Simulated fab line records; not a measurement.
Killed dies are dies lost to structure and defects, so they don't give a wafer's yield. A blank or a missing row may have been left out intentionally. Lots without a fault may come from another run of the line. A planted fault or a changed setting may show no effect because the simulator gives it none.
fab line records	flow nand_harc
record: lots: 24	wafers: 72	last_day: 33
route steps=1302 shown A_CONTACT@1012
lots that met no fault: from a run of the same line without faults
start_h: hours from the record's opening day to when the first of the lot's shown wafers began	wait_h: hours from the lot's prior step to this one	" same as the row above	L1.1+2: a single row standing in for several wafers	- no value, or no start was given	* or withheld: withheld	< > ~ a bound
route shown NAME@n: NAME is a module with steps in the file, n the number in the route of the first one	usual: mean/standard deviation of fault-free wafers	same: alike in all rows	chamber/n: place in a boat	sites: each site's reading	_std_site: the values' standard deviation	_edge_site: mean of outer sites minus mean of inner sites	radius_mm: for every site, how far away it sits from the centre of the wafer	mask NAME#n: copy n	behind: the tool/chamber that last shaped the wafer	hold: what put the lot on hold/how long, in hours/how the hold closed	device: whichever transistor did not switch (one of n, p or np)	end of line: the tests these same wafers got at the end of their route	for a step that has no rows: nothing shown but its recipe	killed: at the first sort, the dies lost to defects and structure; wafer yield is something else	map: shows each die of a wafer: x if killed, . if not, _ if none is there
set.NAME: the setting that was run; set.NAME@STEP: the one run at that earlier step	model.NAME: the simulator's own value behind a step, which no gauge read
one table for each step of the route and one row for each wafer, over a sample of lots
services: a tool's chamber out of use, with start hour (start_h, from the record's first day; less than 0 if before it), hours out, and reason
== steps ==
step: NHARC_A_CONTACT_ETCH_118
recipe: source_w: withheld	pressure_mtorr: 20	bias_v: 3000	time_s: 190	target_depth_a: 18500	ar_flow_sccm: withheld	c4f8_flow_sccm: withheld	o2_flow_sccm: withheld	chemistry: C4F8/O2/Ar
lot.wafer	tool	chamber	start_h	wait_h	rf_hours_counter_h
L074.4	har_cap_etch-03	0	500.89	0.1	-
L074.6	"	0	"	"	-
L074.5	"	1	"	"	-
L075.4	har_cap_etch-01	0	517.30	0.1	-
L075.3	"	1	"	"	-
L075.6	"	1	"	"	-
L076.2	har_cap_etch-03	1	517.37	0.1	42
L076.1	"	0	"	"	42
L076.6	"	0	"	"	-
L077.3	har_cap_etch-02	1	518.81	0.1	-
L077.5	"	1	"	"	-
L077.6	"	0	"	"	-
L078.4	har_cap_etch-02	0	528.51	0.1	-
L078.3	"	1	"	"	-
L078.5	"	0	"	"	-
L079.2	har_cap_etch-01	1	538.27	0.1	6
L079.4	"	0	"	"	-
L079.5	"	0	"	"	-
L080.2	har_cap_etch-03	0	539.12	0.1	47
L080.1	"	1	"	"	47
L080.3	"	0	"	"	-
L082.4	har_cap_etch-02	1	568.89	0.1	-
L082.3	"	0	"	"	-
L082.5	"	1	"	"	-
L081.1	har_cap_etch-03	0	570.47	0.1	54
L081.3	"	0	"	"	-
L081.5	"	0	"	"	-
L085.2	har_cap_etch-03	1	591.44	0.1	57
L085.5	"	0	"	"	-
L085.6	"	1	"	"	-
L084.2	har_cap_etch-02	0	591.71	0.2	102
L084.4	"	1	"	"	-
L084.6	"	0	"	"	-
L083.3	har_cap_etch-03	1	601.75	0.1	-
L083.4	"	0	"	"	-
L083.6	"	0	"	"	-
L086.2	har_cap_etch-03	1	613.30	0.1	62
L086.1	"	0	"	"	62
L086.4	"	0	"	"	-
L087.3	har_cap_etch-02	1	622.63	0.1	-
L087.6	"	0	"	"	-
L087.5	"	1	"	"	-
L090.3	har_cap_etch-02	0	646.28	0.1	-
L090.4	"	1	"	"	-
L090.6	"	0	"	"	-
L091.2	har_cap_etch-03	0	646.62	0.1	67
L091.1	"	1	"	"	67
L091.4	"	0	"	"	-
L089.1	har_cap_etch-01	0	650.65	0.1	25
L089.3	"	0	"	"	-
L089.5	"	1	"	"	-
L088.3	har_cap_etch-02	1	652.57	0.1	-
L088.4	"	0	"	"	-
L088.5	"	0	"	"	-
L092.1	har_cap_etch-01	0	675.83	0.2	30
L092.3	"	1	"	"	-
L092.5	"	0	"	"	-
L093.4	har_cap_etch-01	0	686.42	0.1	-
L093.6	"	1	"	"	-
L093.5	"	0	"	"	-
L094.1	har_cap_etch-02	0	689.06	0.1	121
L094.2	"	1	"	"	121
L094.3	"	1	"	"	-
L095.1	har_cap_etch-03	0	701.41	0.1	77
L095.4	"	1	"	"	-
L095.6	"	1	"	"	-
L096.2	har_cap_etch-03	0	713.66	0.1	79
L096.6	"	1	"	"	-
L096.5	"	0	"	"	-
L097.2	har_cap_etch-02	0	720.07	0.1	126
L097.3	"	0	"	"	-
L097.5	"	0	"	"	-
step: NHARC_A_CONTACT_ETCH_96
recipe: target_depth_a: 200	over_etch_frac: 0.5	time_s: 10	ion_energy_ev: 250	c4f6_flow_sccm: 25	o2_flow_sccm: 20	ar_flow_sccm: 500	rf_w: 600	bias_w: 500	chemistry: C4F6/O2
usual: drypump_motor_current_A: 5.80/0.26	oes_product_au: 0.98/0.031	rf_vpp_V: 545/3.3	showerhead_plenum_p_Torr: 3.82/0.15	throttle_valve_pct: 26.904/0.0087
lot.wafer	tool	chamber	start_h	wait_h	drypump_motor_current_A	oes_product_au	rf_hours_counter_h	rf_vpp_V	showerhead_plenum_p_Torr	throttle_valve_pct
L074.4	rie_diel-10	2	-	-	5.92	0.97	12	541	3.67	26.901
L074.5	"	3	"	"	5.83	0.99	-	545	3.75	26.896
L074.6	"	0	"	"	5.62	0.96	-	543	3.73	26.924
L075.3	rie_diel-10	2	-	-	5.91	1.00	16	540	3.66	26.890
L075.4	"	0	"	"	5.59	1.01	14	543	3.73	26.916
L075.6	"	2	"	"	5.90	1.00	-	542	3.66	26.921
L076.1	rie_diel-10	2	-	-	5.90	0.99	16	543	3.66	26.904
L076.2	"	0	"	"	5.60	0.97	14	544	3.73	26.911
L076.6	"	1	"	"	5.58	0.97	-	549	4.03	26.920
L077.3	rie_diel-07	0	-	-	5.15	0.96	12	546	3.86	26.894
L077.6	"	1	"	"	6.07	0.96	-	547	3.88	26.878
L077.5	"	2	"	"	5.66	0.98	-	542	3.69	26.907
L078.4	rie_diel-10	2	-	-	5.95	0.99	17	541	3.66	26.904
L078.3	"	3	"	"	5.83	0.99	17	543	3.75	26.903
L078.5	"	3	"	"	5.84	1.00	-	543	3.75	26.901
L079.4	rie_diel-10	0	-	-	5.64	0.99	18	542	3.72	26.910
L079.2	"	1	"	"	5.61	0.98	18	548	4.03	26.887
L079.5	"	3	"	"	5.84	0.99	-	543	3.75	26.903
L080.3	rie_diel-10	1	-	-	5.64	1.01	19	549	4.03	26.918
L080.2	"	2	"	"	5.88	1.00	21	542	3.66	26.902
L080.1	"	3	"	"	5.80	1.02	21	541	3.75	26.910
L082.3	rie_diel-10	3	-	-	5.83	1.02	24	544	3.74	26.898
L082.4	"	1	"	"	5.62	1.01	23	549	4.03	26.904
L082.5	"	3	"	"	5.79	1.02	-	543	3.74	26.908
L081.3	rie_diel-10	1	-	-	5.62	1.01	24	549	4.03	26.887
L081.1	"	3	"	"	5.83	1.02	24	543	3.74	26.898
L081.5	"	2	"	"	5.92	1.01	-	540	3.66	26.890
L085.2	rie_diel-10	3	-	-	5.81	1.01	28	544	3.74	26.897
L085.5	"	0	"	"	5.60	1.01	-	542	3.72	26.922
L085.6	"	1	"	"	5.64	1.00	-	550	4.03	26.912
L084.2	rie_diel-07	3	593.94	0.2	5.86	0.95	38	548	4.02	26.908
L084.4	"	2	"	"	5.67	0.95	-	542	3.67	26.896
L084.6	"	3	"	"	5.88	0.95	-	549	4.02	26.920
L083.3	rie_diel-01	2	-	-	5.99	1.02	11	544	3.77	26.902
L083.4	"	3	"	"	6.48	1.01	13	548	3.90	26.906
L083.6	"	3	"	"	6.51	1.01	-	548	3.90	26.906
L086.2	rie_diel-01	1	-	-	6.48	0.98	16	543	3.79	26.914
L086.4	"	3	"	"	6.48	0.97	16	547	3.90	26.899
L086.1	"	0	"	"	5.69	0.94	18	547	3.88	26.903
L087.3	rie_diel-10	1	-	-	5.63	0.93	3	550	4.02	26.895
L087.6	"	2	"	"	5.89	0.92	-	541	3.65	26.902
L087.5	"	3	"	"	5.84	0.96	-	543	3.74	26.912
L090.4	rie_diel-10	3	-	-	5.82	0.94	8	542	3.74	26.915
L090.3	"	0	"	"	5.63	0.96	7	541	3.71	26.910
L090.6	"	2	"	"	5.92	0.95	-	541	3.65	26.904
L091.1	rie_diel-10	1	-	-	5.62	0.99	7	549	4.02	26.894
L091.4	"	2	"	"	5.87	0.98	8	542	3.65	26.902
L091.2	"	0	"	"	5.61	1.00	8	543	3.71	26.923
L089.3	rie_diel-10	1	-	-	5.63	0.93	8	549	4.02	26.897
L089.1	"	2	"	"	5.94	0.94	9	541	3.65	26.901
L089.5	"	0	"	"	5.64	0.95	-	542	3.71	26.899
L088.4	rie_diel-10	1	-	-	5.61	0.94	9	549	4.02	26.910
L088.3	"	2	"	"	5.86	0.93	9	541	3.65	26.904
L088.5	"	2	"	"	5.89	0.93	-	541	3.65	26.907
L092.1	rie_diel-07	2	-	-	5.64	0.95	5	555	4.22	26.915
L092.3	"	3	"	"	5.86	0.98	5	549	4.00	26.904
L092.5	"	3	"	"	5.85	0.97	-	549	4.00	26.913
L093.4	rie_diel-07	3	-	-	5.88	1.01	9	550	4.00	26.903
L093.5	"	0	"	"	5.11	1.00	-	544	3.84	26.912
L093.6	"	1	"	"	6.01	1.01	-	546	3.84	26.900
L094.2	rie_diel-10	1	-	-	5.64	0.95	16	547	4.02	26.886
L094.1	"	2	"	"	5.92	0.93	16	541	3.65	26.909
L094.3	"	0	"	"	5.65	0.93	17	543	3.71	26.884
L095.1	rie_diel-10	0	704.13	0.8	5.61	0.91	19	543	3.71	26.896
L095.4	"	2	"	"	5.88	0.92	-	541	3.65	26.902
L095.6	"	2	"	"	5.87	0.91	-	541	3.65	26.903
L096.2	rie_diel-01	1	-	-	6.49	0.95	47	545	3.77	26.894
L096.6	"	2	"	"	5.98	0.96	-	543	3.75	26.894
L096.5	"	3	"	"	6.49	0.97	-	546	3.87	26.908
L097.3	rie_diel-07	0	-	-	5.13	0.99	19	545	3.83	26.894
L097.2	"	2	"	"	5.67	1.00	20	554	4.21	26.898
L097.5	"	0	"	"	5.15	1.00	-	546	3.83	26.908
step: NHARC_A_CONTACT_ETCH_125
recipe: source_w: withheld	pressure_mtorr: 20	bias_v: 3000	time_s: 197	target_depth_a: 19180	ar_flow_sccm: withheld	c4f8_flow_sccm: withheld	o2_flow_sccm: withheld	chemistry: C4F8/O2/Ar
lot.wafer	tool	chamber	start_h	wait_h	rf_hours_counter_h
L074.4	har_cap_etch-03	0	509.87	0.2	-
L074.5	"	0	"	"	-
L074.6	"	1	"	"	-
L076.1	har_cap_etch-01	0	528.47	0.2	4
L076.2	"	1	"	"	4
L076.6	"	0	"	"	-
L075.3	har_cap_etch-03	1	529.19	0.2	-
L075.4	"	0	"	"	-
L075.6	"	1	"	"	-
L077.3	har_cap_etch-02	0	531.77	0.2	-
L077.5	"	0	"	"	-
L077.6	"	1	"	"	-
L078.4	har_cap_etch-01	0	540.97	0.2	-
L078.3	"	1	"	"	-
L078.5	"	1	"	"	-
L079.2	har_cap_etch-03	1	547.20	0.2	50
L079.4	"	1	"	"	-
L079.5	"	1	"	"	-
L080.2	har_cap_etch-01	0	548.74	0.2	10
L080.1	"	1	"	"	10
L080.3	"	1	"	"	-
L082.4	har_cap_etch-01	0	577.81	0.2	-
L082.3	"	1	"	"	-
L082.5	"	0	"	"	-
L081.1	har_cap_etch-02	1	579.41	0.2	100
L081.3	"	0	"	"	-
L081.5	"	1	"	"	-
L085.2	har_cap_etch-01	0	600.18	0.2	16
L085.6	"	1	"	"	-
L085.5	"	0	"	"	-
L084.2	har_cap_etch-02	0	602.96	0.2	104
L084.4	"	0	"	"	-
L084.6	"	1	"	"	-
L083.3	har_cap_etch-01	0	614.30	0.2	-
L083.4	"	1	"	"	-
L083.6	"	1	"	"	-
L086.2	har_cap_etch-01	1	625.15	0.2	21
L086.1	"	0	"	"	21
L086.4	"	0	"	"	-
L087.3	har_cap_etch-02	1	631.85	0.2	-
L087.6	"	0	"	"	-
L087.5	"	1	"	"	-
L090.4	har_cap_etch-03	1	657.16	0.2	-
L090.3	"	0	"	"	-
L090.6	"	1	"	"	-
L091.1	har_cap_etch-01	0	657.60	0.2	26
L091.2	"	1	"	"	26
L091.4	"	0	"	"	-
L089.1	har_cap_etch-02	1	660.37	0.2	115
L089.3	"	1	"	"	-
L089.5	"	0	"	"	-
L088.3	har_cap_etch-03	0	663.33	0.2	-
L088.4	"	1	"	"	-
L088.5	"	0	"	"	-
L092.1	har_cap_etch-03	0	685.13	0.2	73
L092.3	"	1	"	"	-
L092.5	"	0	"	"	-
L093.4	har_cap_etch-01	0	696.14	0.2	-
L093.5	"	0	"	"	-
L093.6	"	1	"	"	-
L094.2	har_cap_etch-02	1	699.27	0.2	122
L094.1	"	0	"	"	122
L094.3	"	1	"	"	-
L095.1	har_cap_etch-01	1	713.43	0.2	37
L095.4	"	0	"	"	-
L095.6	"	0	"	"	-
L096.2	har_cap_etch-03	0	722.89	0.2	81
L096.5	"	0	"	"	-
L096.6	"	1	"	"	-
L097.2	har_cap_etch-02	1	729.09	0.2	128
L097.3	"	1	"	"	-
L097.5	"	0	"	"	-
step: NHARC_A_CONTACT_ETCH_91
recipe: target_depth_a: 400	over_etch_frac: 0.5	time_s: 85.7	ion_energy_ev: 120	ch3f_flow_sccm: 50	o2_flow_sccm: 30	ar_flow_sccm: 200	rf_w: 500	bias_w: 100	chemistry: CH3F/O2
usual: drypump_motor_current_A: 5.9/0.3	oes_product_au: 0.940/0.026	rf_vpp_V: 243.3/1.4	showerhead_plenum_p_Torr: 2.38/0.087	throttle_valve_pct: 20.663/0.0083
lot.wafer	tool	chamber	start_h	wait_h	drypump_motor_current_A	oes_product_au	rf_hours_counter_h	rf_vpp_V	showerhead_plenum_p_Torr	throttle_valve_pct
L074.4	rie_diel-10	1	512.04	0.6	5.6	0.940	13	245.3	2.53	20.671
L074.6	"	3	"	"	5.8	0.935	-	243.4	2.34	20.661
L074.5	"	0	"	"	5.6	0.940	-	242.6	2.33	20.656
L076.2	rie_diel-10	0	531.22	1.2	5.6	0.946	16	243.3	2.33	20.655
L076.1	"	3	"	"	5.8	0.938	17	243.3	2.34	20.664
L076.6	"	0	"	"	5.6	0.942	-	243.4	2.33	20.651
L075.4	rie_diel-10	1	531.34	0.5	5.7	0.924	16	245.0	2.53	20.665
L075.3	"	2	"	"	5.9	0.937	17	241.4	2.28	20.662
L075.6	"	0	"	"	5.6	0.934	-	241.5	2.33	20.648
L077.3	rie_diel-10	0	533.95	0.6	5.6	0.937	16	242.0	2.33	20.661
L077.6	"	1	"	"	5.6	0.919	-	245.0	2.53	20.649
L077.5	"	2	"	"	5.9	0.932	-	241.5	2.28	20.652
L078.3	rie_diel-01	0	543.13	0.5	5.7	0.925	49	244.6	2.44	20.653
L078.4	"	3	"	"	6.5	0.921	47	244.3	2.45	20.666
L078.5	"	0	"	"	5.6	0.927	-	245.0	2.44	20.652
L079.4	rie_diel-07	2	549.39	0.5	5.7	0.936	24	243.0	2.30	20.665
L079.2	"	3	"	"	5.8	0.933	23	245.5	2.53	20.667
L079.5	"	2	"	"	5.7	0.931	-	242.8	2.30	20.681
L080.1	rie_diel-10	3	550.95	0.6	5.8	0.940	23	242.7	2.34	20.667
L080.3	"	0	"	"	5.6	0.936	21	242.3	2.32	20.664
L080.2	"	2	"	"	5.9	0.929	23	241.6	2.28	20.674
L082.3	rie_diel-10	3	579.95	0.5	5.8	0.938	25	241.6	2.34	20.667
L082.4	"	2	"	"	5.9	0.943	26	242.0	2.28	20.646
L082.5	"	0	"	"	5.6	0.948	-	242.7	2.32	20.664
L081.1	rie_diel-10	3	581.58	0.6	5.8	0.942	26	243.0	2.34	20.673
L081.3	"	0	"	"	5.6	0.929	25	243.6	2.32	20.673
L081.5	"	3	"	"	5.9	0.939	-	245.0	2.34	20.657
L085.2	rie_diel-07	1	602.39	0.7	6.0	0.915	41	243.7	2.42	20.665
L085.5	"	2	"	"	5.6	0.931	-	242.2	2.29	20.679
L085.6	"	3	"	"	5.9	0.931	-	245.4	2.52	20.670
L084.2	rie_diel-01	0	605.13	0.7	5.7	0.930	15	244.2	2.43	20.649
L084.4	"	1	"	"	6.5	0.946	13	242.7	2.37	20.660
L084.6	"	3	"	"	6.5	0.945	-	244.0	2.44	20.669
L083.3	rie_diel-10	1	616.45	0.6	5.6	0.996	1	245.0	2.53	20.655
L083.4	"	2	"	"	5.9	0.993	2	243.6	2.28	20.643
L083.6	"	0	"	"	5.6	0.988	-	243.5	2.32	20.668
L086.2	rie_diel-10	1	627.34	0.7	5.6	0.916	3	244.5	2.53	20.666
L086.4	"	3	"	"	5.8	0.930	4	243.0	2.34	20.679
L086.1	"	0	"	"	5.6	0.929	3	242.1	2.32	20.658
L087.3	rie_diel-10	2	634.00	0.5	5.9	0.926	5	242.8	2.28	20.674
L087.5	"	3	"	"	5.8	0.923	-	243.8	2.34	20.667
L087.6	"	0	"	"	5.6	0.924	-	243.4	2.32	20.664
L090.3	rie_diel-07	3	659.32	0.5	5.8	1.003	0	245.2	2.51	20.668
L090.4	"	2	"	"	5.7	0.998	-	248.4	2.66	20.661
L090.6	"	3	"	"	5.9	1.024	-	245.2	2.51	20.663
L091.2	rie_diel-01	3	659.82	0.7	6.5	0.931	36	245.2	2.43	20.660
L091.4	"	0	"	"	5.6	0.921	36	244.4	2.43	20.675
L091.1	"	1	"	"	6.5	0.939	33	243.0	2.36	20.658
L089.3	rie_diel-01	1	662.53	0.5	6.5	1.013	34	242.3	2.36	20.663
L089.1	"	0	"	"	5.7	0.998	37	243.8	2.42	20.649
L089.5	"	2	"	"	6.0	1.013	-	243.0	2.35	20.666
L088.3	rie_diel-10	3	665.46	0.6	5.8	0.919	13	243.6	2.33	20.669
L088.4	"	0	"	"	5.6	0.924	13	242.3	2.32	20.670
L088.5	"	0	"	"	5.6	0.918	-	242.9	2.32	20.659
L092.1	rie_diel-01	1	687.30	0.6	6.5	0.936	40	243.6	2.36	20.643
L092.3	"	3	"	"	6.5	0.933	44	244.9	2.43	20.665
L092.5	"	1	"	"	6.5	0.934	-	243.2	2.36	20.662
L093.4	rie_diel-01	2	698.28	0.6	6.0	0.938	34	243.8	2.34	20.664
L093.6	"	2	"	"	6.0	0.937	-	244.3	2.35	20.668
L093.5	"	3	"	"	6.5	0.936	-	244.7	2.43	20.662
L094.3	rie_diel-10	2	701.46	0.6	5.9	0.918	18	243.3	2.27	20.677
L094.1	"	3	"	"	5.8	0.935	18	243.7	2.33	20.658
L094.2	"	1	"	"	5.6	0.916	17	244.5	2.52	20.671
L095.1	rie_diel-10	3	715.61	0.6	5.8	0.934	21	241.9	2.33	20.656
L095.4	"	2	"	"	5.9	0.931	22	241.6	2.27	20.659
L095.6	"	0	"	"	5.6	0.984	-	243.2	2.31	20.661
L096.2	rie_diel-01	3	725.71	0.9	6.5	0.938	57	243.4	2.42	20.670
L096.5	"	2	"	"	6.0	0.925	-	242.3	2.34	20.661
L096.6	"	3	"	"	6.5	0.936	-	243.8	2.42	20.678
L097.3	rie_diel-10	2	731.27	0.5	5.9	0.920	25	240.9	2.27	20.664
L097.2	"	3	"	"	5.8	0.923	24	241.8	2.33	20.659
L097.5	"	2	"	"	5.9	0.909	-	241.6	2.27	20.659
step: NHARC_A_CONTACT_CD_MEAS_80
usual: cd_nm: 289.3/0.67
lot.wafer	tool	chamber	start_h	wait_h	cd_nm
L074.4	cd_sem-02	-	512.23	-	289.4
L074.5	"	-	"	"	289.5
L074.6	"	-	"	"	289.1
L076.1	cd_sem-03	-	531.49	-	289.3
L076.2	"	-	"	"	289.9
L076.6	"	-	"	"	290.2
L075.3	cd_sem-01	-	531.54	-	290.4
L075.4	"	-	"	"	289.2
L075.6	"	-	"	"	290.8
L077.3	cd_sem-02	-	534.13	-	289.6
L077.5	"	-	"	"	289.3
L077.6	"	-	"	"	288.9
L078.3	cd_sem-03	-	543.35	-	288.9
L078.4	"	-	"	"	288.8
L078.5	"	-	"	"	289.1
L079.2	cd_sem-01	-	549.60	-	290.4
L079.4	"	-	"	"	290.2
L079.5	"	-	"	"	290.6
L080.1	cd_sem-02	-	551.62	-	290.0
L080.2	"	-	"	"	290.0
L080.3	"	-	"	"	290.3
L082.3	cd_sem-01	-	580.17	-	288.6
L082.4	"	-	"	"	289.3
L082.5	"	-	"	"	289.7
L081.1	cd_sem-02	-	581.79	-	288.0
L081.3	"	-	"	"	289.2
L081.5	"	-	"	"	289.0
L085.2	cd_sem-02	-	602.57	-	288.8
L085.5	"	-	"	"	289.3
L085.6	"	-	"	"	290.2
L084.2	cd_sem-01	-	605.34	-	289.1
L084.4	"	-	"	"	290.1
L084.6	"	-	"	"	290.1
L083.3	cd_sem-01	-	616.66	-	289.8
L083.4	"	-	"	"	289.1
L083.6	"	-	"	"	289.4
L086.1	cd_sem-01	-	627.57	-	288.8
L086.2	"	-	"	"	288.7
L086.4	"	-	"	"	288.8
L087.3	cd_sem-02	-	634.18	-	289.7
L087.5	"	-	"	"	289.1
L087.6	"	-	"	"	288.7
L090.3	cd_sem-01	-	659.56	-	289.3
L090.4	"	-	"	"	289.2
L090.6	"	-	"	"	289.4
L091.1	cd_sem-01	-	660.02	-	287.9
L091.2	"	-	"	"	288.0
L091.4	"	-	"	"	287.8
L089.1	cd_sem-01	-	662.86	-	289.1
L089.3	"	-	"	"	289.3
L089.5	"	-	"	"	289.7
L088.3	cd_sem-01	-	665.69	-	288.1
L088.4	"	-	"	"	288.1
L088.5	"	-	"	"	288.0
L092.1	cd_sem-03	-	687.52	-	288.3
L092.3	"	-	"	"	288.5
L092.5	"	-	"	"	287.9
L093.4	cd_sem-01	-	698.50	-	290.2
L093.5	"	-	"	"	289.5
L093.6	"	-	"	"	289.7
L094.1	cd_sem-01	-	701.68	-	289.6
L094.2	"	-	"	"	289.4
L094.3	"	-	"	"	290.2
L095.1	cd_sem-01	-	715.82	-	288.3
L095.4	"	-	"	"	288.9
L095.6	"	-	"	"	288.3
L096.2	cd_sem-01	-	725.92	-	288.9
L096.5	"	-	"	"	289.6
L096.6	"	-	"	"	288.8
L097.2	cd_sem-03	-	731.47	-	289.2
L097.3	"	-	"	"	289.5
L097.5	"	-	"	"	289.4
step: NHARC_A_CONTACT_DESCUM_13
recipe: time_s: 3	o2_flow_sccm: 200	ar_flow_sccm: 0	bias_power_w: 0	chemistry: O2
usual: drypump_motor_current_A: 5.71/0.17	oes_product_au: 1.002/0.011	rf_vpp_V: 57.5/0.95	showerhead_plenum_p_Torr: 1.85/0.085	throttle_valve_pct: 11.311/0.0088
lot.wafer	tool	chamber	start_h	wait_h	drypump_motor_current_A	oes_product_au	rf_hours_counter_h	rf_vpp_V	showerhead_plenum_p_Torr	throttle_valve_pct
L074.4	rie_diel-10	2	519.58	0.1	5.89	1.001	16	56.3	1.77	11.324
L074.6	"	1	"	"	5.63	1.001	-	58.7	1.97	11.300
L074.5	"	2	"	"	5.88	1.016	-	56.7	1.77	11.300
L076.1	rie_diel-10	1	538.23	0.1	5.67	1.010	17	59.0	1.97	11.317
L076.2	"	2	"	"	5.88	1.019	19	57.8	1.77	11.310
L076.6	"	1	"	"	5.63	1.012	-	59.3	1.97	11.299
L075.3	rie_diel-10	3	539.60	0.1	5.80	1.005	19	55.6	1.82	11.309
L075.4	"	0	"	"	5.63	1.014	18	56.2	1.81	11.292
L075.6	"	2	"	"	5.88	1.011	-	57.5	1.77	11.313
L077.3	rie_diel-10	3	540.06	0.1	5.79	1.014	20	57.5	1.82	11.310
L077.5	"	1	"	"	5.64	1.001	-	57.1	1.97	11.320
L077.6	"	2	"	"	5.86	1.009	-	57.0	1.77	11.314
L078.3	rie_diel-10	1	548.74	0.1	5.62	1.008	21	58.8	1.97	11.325
L078.4	"	2	"	"	5.88	1.014	22	56.6	1.77	11.326
L078.5	"	0	"	"	5.63	1.014	-	56.9	1.81	11.312
L079.2	rie_diel-10	2	553.19	0.1	5.87	1.006	23	57.7	1.77	11.322
L079.4	"	3	"	"	5.81	1.009	23	58.1	1.82	11.319
L079.5	"	1	"	"	5.63	1.011	-	58.4	1.97	11.325
L080.2	rie_diel-10	2	555.42	0.1	5.89	1.022	24	58.1	1.77	11.300
L080.1	"	0	"	"	5.66	1.028	22	56.6	1.80	11.299
L080.3	"	1	"	"	5.60	1.010	22	57.8	1.97	11.298
L082.4	rie_diel-10	3	583.99	0.1	5.84	1.027	26	58.1	1.82	11.307
L082.3	"	0	"	"	5.61	1.018	25	58.0	1.80	11.321
L082.5	"	1	"	"	5.62	1.019	-	58.7	1.97	11.304
L081.3	rie_diel-10	0	587.16	0.1	5.59	1.007	25	56.3	1.80	11.312
L081.1	"	1	"	"	5.60	1.002	25	57.7	1.97	11.323
L081.5	"	2	"	"	5.89	1.000	-	57.1	1.77	11.305
L085.2	rie_diel-10	0	609.03	0.1	5.64	1.007	0	57.7	1.80	11.312
L085.6	"	3	"	"	5.82	1.000	-	57.9	1.82	11.319
L085.5	"	0	"	"	5.56	1.006	-	59.0	1.80	11.307
L084.2	rie_diel-10	2	611.56	0.1	5.84	0.972	1	58.9	1.77	11.320
L084.4	"	3	"	"	5.82	1.001	1	56.6	1.82	11.306
L084.6	"	0	"	"	5.59	0.998	-	56.7	1.80	11.310
L083.4	rie_diel-10	1	622.95	0.1	5.61	0.989	2	58.8	1.97	11.310
L083.3	"	3	"	"	5.81	1.001	3	57.4	1.82	11.290
L083.6	"	1	"	"	5.61	0.984	-	57.9	1.97	11.316
L086.4	rie_diel-10	0	631.36	0.1	5.59	0.996	4	57.1	1.80	11.309
L086.1	"	1	"	"	5.60	0.987	4	58.8	1.97	11.325
L086.2	"	2	"	"	5.91	0.992	4	58.2	1.77	11.316
L087.3	rie_diel-10	0	637.93	0.1	5.61	1.001	5	58.5	1.80	11.323
L087.6	"	2	"	"	5.89	0.995	-	57.5	1.77	11.328
L087.5	"	3	"	"	5.80	0.995	-	56.3	1.81	11.305
L090.4	rie_diel-10	1	663.28	0.1	5.63	0.992	11	57.6	1.96	11.309
L090.3	"	3	"	"	5.79	0.995	13	58.0	1.81	11.304
L090.6	"	1	"	"	5.63	0.999	-	57.4	1.96	11.301
L091.2	rie_diel-07	0	663.65	0.1	5.12	0.998	1	57.4	1.87	11.300
L091.4	"	1	"	"	6.03	0.998	1	57.3	1.87	11.311
L091.1	"	2	"	"	5.66	1.004	2	57.6	2.08	11.305
L089.3	rie_diel-10	2	669.29	0.1	5.88	0.985	13	57.8	1.77	11.295
L089.1	"	0	"	"	5.65	0.988	13	57.4	1.80	11.294
L089.5	"	2	"	"	5.87	0.997	-	56.5	1.77	11.301
L088.4	rie_diel-10	0	676.79	0.1	5.65	1.000	13	56.3	1.80	11.322
L088.3	"	1	"	"	5.62	0.986	13	58.0	1.96	11.304
L088.5	"	0	"	"	5.63	0.998	-	56.0	1.80	11.313
L092.1	rie_diel-07	3	690.99	0.1	5.86	1.013	10	57.6	1.95	11.316
L092.3	"	1	"	"	6.06	1.008	11	56.9	1.87	11.309
L092.5	"	0	"	"	5.10	1.001	-	57.4	1.87	11.308
L093.5	rie_diel-10	0	703.11	0.1	5.63	0.998	-	58.4	1.80	11.313
L093.4	"	1	"	"	5.61	0.987	-	57.5	1.96	11.312
L093.6	"	2	"	"	5.87	0.987	-	57.5	1.76	11.296
L094.2	rie_diel-07	2	705.28	0.1	5.64	0.995	15	59.6	2.07	11.305
L094.3	"	3	"	"	5.85	1.008	12	59.0	1.95	11.324
L094.1	"	1	"	"	6.01	1.003	14	56.9	1.87	11.315
L095.1	rie_diel-10	3	719.30	0.1	5.82	0.998	22	57.0	1.81	11.309
L095.4	"	0	"	"	5.61	0.988	21	56.2	1.80	11.308
L095.6	"	3	"	"	5.82	0.996	-	57.7	1.81	11.296
L096.2	rie_diel-10	2	735.33	0.1	5.87	0.992	26	58.4	1.76	11.315
L096.6	"	3	"	"	5.80	1.003	-	57.0	1.81	11.314
L096.5	"	0	"	"	5.63	0.984	-	54.5	1.80	11.323
L097.3	rie_diel-10	0	737.99	0.1	5.64	0.993	25	58.4	1.80	11.321
L097.2	"	3	"	"	5.81	0.995	25	57.1	1.81	11.313
L097.5	"	1	"	"	5.62	0.975	-	59.4	1.96	11.310
== services ==
tool	chamber	start_h	hours	kind
rie_diel-10	0	477.96	-	clean
rie_diel-10	1	477.96	-	clean
rie_diel-10	2	477.96	-	clean
rie_diel-10	3	477.96	-	clean
har_cap_etch-01	-	497.00	17.0	pm
rie_diel-10	0	502.46	-	clean
rie_diel-10	1	502.46	-	clean
rie_diel-10	2	502.46	-	clean
rie_diel-10	3	502.46	-	clean
har_cap_etch-02	-	522.58	0.5	repair
rie_diel-10	0	526.96	-	clean
rie_diel-10	1	526.96	-	clean
rie_diel-10	2	526.96	-	clean
rie_diel-10	3	526.96	-	clean
rie_diel-10	-	542.03	2.6	repair
rie_diel-10	0	551.54	-	clean
rie_diel-10	1	551.54	-	clean
rie_diel-10	-	596.96	9.0	pm
rie_diel-01	2	619.29	19.1	repair
rie_diel-07	-	649.89	9.0	pm
har_cap_etch-02	-	663.10	0.2	repair
rie_diel-01	-	693.68	0.3	repair
rie_diel-10	3	702.51	7.9	repair
rie_diel-10	0	709.55	4.3	repair
== key ==
fault none
